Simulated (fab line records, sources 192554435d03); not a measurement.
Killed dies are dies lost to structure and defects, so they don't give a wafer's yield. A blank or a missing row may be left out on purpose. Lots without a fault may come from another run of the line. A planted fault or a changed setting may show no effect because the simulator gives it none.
Which tool did it? | flow n5_finfet | 10 lots, 30 wafers sampled, at 5 steps of a route of 1938

WHAT THE GAUGES READ, wafer by wafer
N5_BEOL_M1_INSPECT_13: inspects for defects (brightfield). Usual: raw_defect_count 432, standard deviation 120.
lot  | measured     | on                | raw_defect_count | flag
L805 | day 6 03:34  | defect_inspect-02 | 580 469 413      |
L806 | day 6 08:01  | defect_inspect-02 | 481 377 382      |
L807 | day 6 17:03  | defect_inspect-02 | 410 539 794      |
L808 | day 6 21:20  | defect_inspect-02 | 327 325 259      |
L811 | day 7 16:27  | defect_inspect-02 | 398 346 297      |
L812 | day 7 18:20  | defect_inspect-01 | 571 552 456      |
L819 | day 9 18:18  | defect_inspect-01 | 388 331 499      |
L823 | day 10 11:15 | defect_inspect-02 | 553 401 410      |
L825 | day 11 04:01 | defect_inspect-01 | 322 384 445      |
L828 | day 12 01:27 | defect_inspect-02 | 349 397 348      |

N5_BEOL_M4_RC_MEAS_101. Usual: DIBL_N 35.9 mV/V, standard deviation 1.4; DIBL_P 35.9 mV/V, standard deviation 1.7; IOFF_N 0.155 nA/um, standard deviation 0.023; IOFF_P 0.201 nA/um, standard deviation 0.029; ION_N 672 uA/um, standard deviation 8.8; ION_P 460 uA/um, standard deviation 7; SS_N 71.6 mV/dec, standard deviation 0.48; SS_P 73.1 mV/dec, standard deviation 0.64; VT_N 250.0 mV, standard deviation 3; VT_P -251.6 mV, standard deviation 3.
lot  | measured     | on        | DIBL_N (mV/V)  | DIBL_P (mV/V)  | IOFF_N (nA/um)    | IOFF_P (nA/um)    | ION_N (uA/um) | ION_P (uA/um) | SS_N (mV/dec)  | SS_P (mV/dec)  | VT_N (mV)         | VT_P (mV)            | flag
L805 | day 8 02:14  | prober-02 | 34.6 38.2 37.1 | 35.1 38.6 37.4 | 0.131 0.191 0.174 | 0.195 0.252 0.229 | 667 680 672   | 460 464 459   | 71.7 72.2 71.7 | 73.3 74.6 74.0 | 250.4 245.9 247.3 | -252.1 -250.6 -249.8 |
L806 | day 8 04:57  | prober-02 | 34.9 34.1 35.3 | 33.6 33.5 35.0 | 0.130 0.120 0.145 | 0.184 0.181 0.213 | 652 660 664   | 452 455 463   | 71.9 71.0 71.7 | 72.2 72.6 72.7 | 256.1 254.3 251.9 | -249.7 -250.7 -250.3 |
L807 | day 8 14:56  | prober-02 | 35.3 35.4 36.0 | 34.0 34.6 36.0 | 0.146 0.144 0.163 | 0.207 0.206 0.232 | 672 670 688   | 469 462 475   | 71.8 71.1 72.0 | 72.6 73.0 73.2 | 252.7 250.4 248.6 | -248.6 -247.5 -247.8 |
L808 | day 9 02:19  | prober-02 | 36.2 37.7 35.9 | 35.5 36.6 35.5 | 0.143 0.163 0.145 | 0.188 0.202 0.190 | 669 666 674   | 458 456 462   | 71.7 72.1 71.3 | 72.4 73.5 72.6 | 251.5 251.0 250.1 | -255.1 -252.9 -252.0 |
L811 | day 9 10:04  | prober-01 | 34.1 35.3 36.0 | 35.0 36.8 37.7 | 0.128 0.150 0.161 | 0.162 0.179 0.186 | 660 674 676   | 452 457 460   | 71.6 71.1 72.0 | 72.4 73.4 73.6 | 252.3 249.7 251.4 | -254.1 -254.3 -253.0 |
L812 | day 10 00:45 | prober-02 | 33.8 35.1 34.4 | 33.6 34.5 34.1 | 0.126 0.141 0.131 | 0.147 0.155 0.148 | 669 669 665   | 453 443 448   | 70.9 71.8 70.8 | 72.7 72.7 72.1 | 251.1 251.5 252.5 | -256.9 -256.8 -256.1 |
L819 | day 11 12:03 | prober-01 | 36.9 37.7 36.5 | 36.8 37.6 35.2 | 0.183 0.198 0.170 | 0.244 0.260 0.227 | 684 671 670   | 467 463 461   | 72.1 72.6 72.4 | 74.0 73.6 73.7 | 246.3 244.0 248.2 | -249.6 -246.0 -249.3 |
L823 | day 12 15:20 | prober-02 | 34.5 34.9 34.1 | 34.7 35.5 34.6 | 0.131 0.134 0.125 | 0.146 0.149 0.140 | 660 680 658   | 448 456 445   | 71.4 71.4 71.2 | 72.9 73.7 72.8 | 254.0 254.3 251.2 | -258.7 -256.1 -257.9 |
L825 | day 12 22:28 | prober-02 | 39.1 38.5 37.6 | 39.8 39.4 38.0 | 0.211 0.195 0.187 | 0.260 0.250 0.231 | 682 685 686   | 462 464 469   | 72.3 72.4 71.8 | 74.4 73.7 73.0 | 243.3 248.6 243.6 | -250.6 -249.5 -249.3 |
L828 | day 13 23:38 | prober-02 | 35.6 34.9 33.5 | 34.0 34.2 32.8 | 0.141 0.131 0.113 | 0.186 0.198 0.168 | 649 668 654   | 448 462 454   | 71.7 71.1 71.0 | 72.6 73.4 72.6 | 255.4 250.9 256.9 | -253.7 -251.9 -252.6 |

WHICH TOOL RAN EACH LOT (tool, then ch and the chambers of the sampled wafers, then the start)
lot  | N5_BEOL_M0_SPUTTER_132       | N5_BEOL_M1_PECVD_72             | N5_BEOL_M1_COAT_73
L805 | pvd_sputter-02, day 6 00:23  | pecvd-04 ch 1,2, day 6 02:06    | litho_track-01 ch 0, day 6 03:05
L806 | pvd_sputter-03, day 6 04:45  | pecvd-01 ch 0,1, day 6 06:16    | litho_track-01 ch 0, day 6 07:40
L807 | pvd_sputter-03, day 6 14:25  | pecvd-01 ch 0,2, day 6 16:05    | litho_track-04 ch 0, day 6 16:41
L808 | pvd_sputter-01, day 6 17:40  | pecvd-01 ch 1,2, day 6 19:17    | litho_track-04 ch 0, day 6 20:51
L811 | pvd_sputter-02, day 7 13:31  | pecvd-04 ch 1,2, day 7 15:02    | litho_track-01 ch 0, day 7 16:07
L812 | pvd_sputter-02, day 7 15:06  | pecvd-01 ch 0,2, day 7 16:38    | litho_track-04 ch 0, day 7 17:52
L819 | pvd_sputter-01, day 9 12:24  | pecvd-04 ch 1, day 9 13:52      | litho_track-04 ch 0, day 9 17:57
L823 | pvd_sputter-03, day 10 08:40 | pecvd-01 ch 0,2, day 10 10:24   | litho_track-04 ch 0, day 10 10:52
L825 | pvd_sputter-01, day 11 00:03 | pecvd-04 ch 1,2, day 11 01:40   | litho_track-02 ch 0, day 11 03:40
L828 | pvd_sputter-01, day 11 22:30 | pecvd-04 ch 0,1,2, day 11 23:57 | litho_track-02 ch 0, day 12 00:59
- N5_BEOL_M0_SPUTTER_132: material Cu, target thk 4 nm, time 7.37 s.
- N5_BEOL_M1_PECVD_72: deposits SiO2 from TEOS/O2, target thk 16 nm, time 18 s.
- N5_BEOL_M1_COAT_73: time 60 s, resist thk 5 nm.

WHAT THE TOOLS THEMSELVES READ (means of the sampled wafers that have a number; where no wafer has one, the mark that the record gives instead)
N5_BEOL_M0_SPUTTER_132. Usual: chuck_sensor_temp_C -16.1 C, standard deviation 0.75; susceptor_temp_C -20.00 C, standard deviation 0.098; throttle_valve_pct 30.0 %, standard deviation 0.82.
lot  | tool           | chuck_sensor_temp_C (C) | susceptor_temp_C (C) | throttle_valve_pct (%) | flag
L805 | pvd_sputter-02 | -15.7                   | -19.96               | 28.8                   |
L806 | pvd_sputter-03 | -16.2                   | -20.08               | 30.2                   |
L807 | pvd_sputter-03 | -16.3                   | -20.04               | 30.4                   |
L808 | pvd_sputter-01 | -16.6                   | -19.95               | 31.2                   |
L811 | pvd_sputter-02 | -15.8                   | -20.04               | 28.8                   |
L812 | pvd_sputter-02 | -15.9                   | -19.90               | 29.4                   |
L819 | pvd_sputter-01 | -16.7                   | -20.04               | 30.4                   |
L823 | pvd_sputter-03 | -15.7                   | -20.05               | 30.4                   |
L825 | pvd_sputter-01 | -16.6                   | -19.88               | 30.8                   |
L828 | pvd_sputter-01 | -16.6                   | -19.93               | 30.3                   |

N5_BEOL_M1_PECVD_72. Usual: heater_power_outer_w 434 W, standard deviation 86; heater_power_w 752 W, standard deviation 140; showerhead_plenum_p_Torr 8.79 Torr, standard deviation 0.041; susceptor_temp_C 399.98 C, standard deviation 0.21; throttle_valve_pct 22.2 %, standard deviation 1.6.
lot  | tool     | heater_power_outer_w (W) | heater_power_w (W) | showerhead_plenum_p_Torr (Torr) | susceptor_temp_C (C) | throttle_valve_pct (%) | flag
L805 | pecvd-04 | 519                      | 932                | 8.73                            | 399.78               | 21.9                   |
L806 | pecvd-01 | 347                      | 615                | 8.79                            | 400.10               | 23.3                   |
L807 | pecvd-01 | 440                      | 738                | 8.81                            | 400.15               | 21.2                   |
L808 | pecvd-01 | 326                      | 583                | 8.80                            | 399.91               | 22.0                   |
L811 | pecvd-04 | 528                      | 964                | 8.74                            | 399.81               | 21.7                   |
L812 | pecvd-01 | 427                      | 721                | 8.80                            | 399.92               | 21.2                   |
L819 | pecvd-04 | 449                      | 900                | 8.71                            | 399.88               | 21.6                   |
L823 | pecvd-01 | 453                      | 738                | 8.81                            | 399.77               | 21.2                   |
L825 | pecvd-04 | 495                      | 867                | 8.75                            | 399.87               | 20.9                   |
L828 | pecvd-04 | 505                      | 884                | 8.77                            | 399.79               | 20.9                   |

N5_BEOL_M1_COAT_73. Usual: dispense_pressure_kPa 49 kPa, standard deviation 4.3; spin_speed_rpm 1500.0 rpm, standard deviation 1.1.
lot  | tool           | dispense_pressure_kPa (kPa) | spin_speed_rpm (rpm) | flag
L805 | litho_track-01 | 44                          | 1499.2               |
L806 | litho_track-01 | 44                          | 1499.5               |
L807 | litho_track-04 | 51                          | 1500.8               |
L808 | litho_track-04 | 50                          | 1499.4               |
L811 | litho_track-01 | 44                          | 1499.6               |
L812 | litho_track-04 | 50                          | 1500.4               |
L819 | litho_track-04 | 51                          | 1447.6               | OFF
L823 | litho_track-04 | 51                          | 1446.7               | OFF
L825 | litho_track-02 | 55                          | 1500.8               |
L828 | litho_track-02 | 55                          | 1500.3               |

THE ANSWER, worked out from the rows above alone
Rule: a lot is off if the mean of its wafers that have a number lies more than 3 standard deviations from the usual mean. A lot without any number at a reading at which 4 lots or more have one is off too. The other lots that the step has rows for count as sound. The gauges are gone through in route order, then the tools' own readings, and for those a lot's mean is taken as printed above. The first step at which some lot is off is used, and at that step the reading that is off furthest; a lot without a number counts as furthest.
Off: L819, L823, at N5_BEOL_M1_COAT_73 (spin_speed_rpm).
A tool fits if, at that step or a process step before it, it ran every lot that is off, and no sound lot after the first of them. One fits: litho_track-04 at N5_BEOL_M1_COAT_73. Its last sound lot is L812 (day 7 17:52), its first lot that is off L819 (day 9 17:57): a fault that began between those two fits.
The tool's own readings at N5_BEOL_M1_COAT_73 bear it out: on the lots that are off they differ by more than 5 times the standard deviation of the sound lots' means. spin_speed_rpm reads 1447.2 rpm there against 1500.0 rpm on the sound lots.

WHAT THE SIMULATOR HAD PUT IN
Process parameter drift: litho_track-04, from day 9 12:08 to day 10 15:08, at N5_BEOL_M1_COAT_73. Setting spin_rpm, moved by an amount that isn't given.
Lots struck among those shown: L819, L823. The rule above found the same.
